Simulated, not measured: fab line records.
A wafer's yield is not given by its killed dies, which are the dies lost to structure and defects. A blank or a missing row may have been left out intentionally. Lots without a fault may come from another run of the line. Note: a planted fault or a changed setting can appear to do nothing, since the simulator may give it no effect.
Comparing a struck lot with a sound one / flow n5-finfet / 35 steps out of a route of 1938
Sound: these wafers, L930.1, L930.2, L930.5. Struck: wafers L942.3, L942.6. (L942.4 of the same lot was not struck and is left out.) The cause comes at the end.
Order at every step that has rows: each side's tool, ch and its chambers, its first start. Under that, the readings that differ: sound wafers / struck wafers / difference of the means / sigmas: that difference in standard deviations of wafers without a fault.
alike: readings whose means differ by less than 2 such deviations, and words and numbers that are the same on both sides. not compared: withheld readings, readings that some wafer has no value for, bounds like >300 that may hide the same value, and numbers for which the record gives no deviation and whose values overlap.
The two part at a step that has a row with sigmas, a row that says differs or no value, or rows on one side only. When numbers do not overlap yet have no deviation, they are printed without sigmas and do not part them. A reading missing from all wafers of one side parts the sides only when that side holds two or more wafers.

first, 11 steps without rows for these wafers: N5_BEOL_M6_HM_STRIP_39 (strips TiN in peroxide tin strip, target depth 25 nm, time 158 s); N5_BEOL_M6_SRD_40 (time 30 s); N5_BEOL_M6_PRECLEAN_42 (cleans in residue remover, time 60 s); N5_BEOL_M6_SRD_43 (time 30 s); N5_BEOL_M6_CURE_75 (cures SiCOH lowk, time 120 s); N5_BEOL_M6_DEGAS_44 (time 60 s); N5_BEOL_M6_PRE_CLEAN_45 (time 30 s); N5_BEOL_M6_ALD_77 (deposits TaN, target thk 2 nm, pulse time 2 s, purge time 3 s); N5_BEOL_M6_SURFACE_TREAT_79; N5_BEOL_M6_CVD_78 (deposits Co from CCTBA/H2, target thk 2 nm, time 142.3 s); N5_BEOL_M6_SPUTTER_48 (material Cu, target thk 10 nm, time 1.667 s).
N5_BEOL_M6_ECD_50: material Cu, target thk 300 nm.
  sound on ecd-cu-01 ch 0,1, day 8 21:49; struck on ecd-cu-01 ch 0,1, day 12 16:44
then, 22 steps without rows for these wafers: N5_BEOL_M6_ANNEAL_51 (time 90 s); N5_BEOL_M6_CMP_52 (polishes, stops on SiCOH lowk, t overpolish 6.9 s, target thk 80 nm); N5_BEOL_M6_PRE_CLEAN_55 (time 15 s); N5_BEOL_M6_DEP_56 (deposits SiCN from 3MS/NH3, target thk 10 nm, time 17.5 s); N5_BEOL_M7_ILD_DEP_00 (deposits SiCOH lowk from DEMS/porogen, target thk 179.75 nm, time 33.4 s); N5_BEOL_M7_CURE_74 (cures SiCOH lowk, time 240 s); N5_BEOL_M7_PECVD_70 (deposits SiO2 from TEOS/O2, target thk 20 nm, time 22.7 s); N5_BEOL_M7_HM_DEP_02 (deposits TiN, target thk 20 nm); N5_BEOL_M7_COAT_59 (time 60 s, resist thk 100 nm); N5_BEOL_M7_COAT_60 (time 60 s, resist thk 35 nm); N5_BEOL_M7_COAT_05 (resist thk 90 nm); N5_BEOL_M7_EBR_07; N5_BEOL_M7_SOFTBAKE_06 (time 60 s); N5_BEOL_M7_EXPOSE_08 (exposes mask M7); N5_BEOL_M7_PEB_09 (peb time 60 s); N5_BEOL_M7_DEVELOP_10 (develop time 30 s); N5_BEOL_M7_DESCUM_16 (chemistry O2, time 7.9 s); N5_BEOL_M7_ETCH_61 (etches SiARC in CF4, target depth 45.5 nm, time 75.8 s); N5_BEOL_M7_ETCH_62 (etches SOC in N2/H2, target depth 110 nm, overetch 22 nm, time 165 s); N5_BEOL_M7_STRIP_68 (strips in N2/H2); N5_BEOL_M7_STRIP_67 (strips in CF4); N5_BEOL_M7_HM_OPEN_17 (chemistry Cl2/BCl3, target TiN, target depth 20 nm, overetch 6 nm).
-- the record jumps here: 4 days lie between the struck wafers' starts before and after (it left off in module BEOL_M7 and takes up again in module PASSIVATION, whose first step shown is number 1936 of the route) --
N5_PASSIVATION_PROBE_49:
  struck on prober-02, day 16 19:29; sound on prober-01, day 12 14:44
reading=defect-limited-yield (%); sound=90.3 91.7 92.4; struck=31.3 31.5; difference=-60.1; sigmas=-43
reading=killed_at_M4_up; sound=13 8 13; struck=753 765; difference=+748; sigmas=+99 or more
reading=killed-dies; sound=114 98 90; struck=811 808; difference=+709; sigmas=+44
reading=killed-on-rim; sound=12 17 11; struck=103 113; difference=+95; sigmas=+24
reading=killed-open; sound=72 70 70; struck=40 29; difference=-36; sigmas=-3
reading=sort_bin_5_function (%); sound=5.9 4.2 4.6; struck=46.4 44.2; difference=+40.4; sigmas=+45
reading=sort_bin_6_memory (%); sound=3.6 4.2 2.6; struck=16.7 18.8; difference=+14.3; sigmas=+21
reading=sort-n-pass; sound=1066 1082 1090; struck=278 372; difference=-754; sigmas=-27
reading=sort-yield-pct (%); sound=90.3 91.7 92.4; struck=23.6 31.5; difference=-63.9; sigmas=-27
  alike: killed_at_M0_to_M3, killed-at-contacts, killed-at-front-end, killed-at-other, killed-short, sort_bin_4_leakage

## WHERE THEY PART
N5_PASSIVATION_PROBE_49 only, going by this record.

WHY: what the simulator had put in
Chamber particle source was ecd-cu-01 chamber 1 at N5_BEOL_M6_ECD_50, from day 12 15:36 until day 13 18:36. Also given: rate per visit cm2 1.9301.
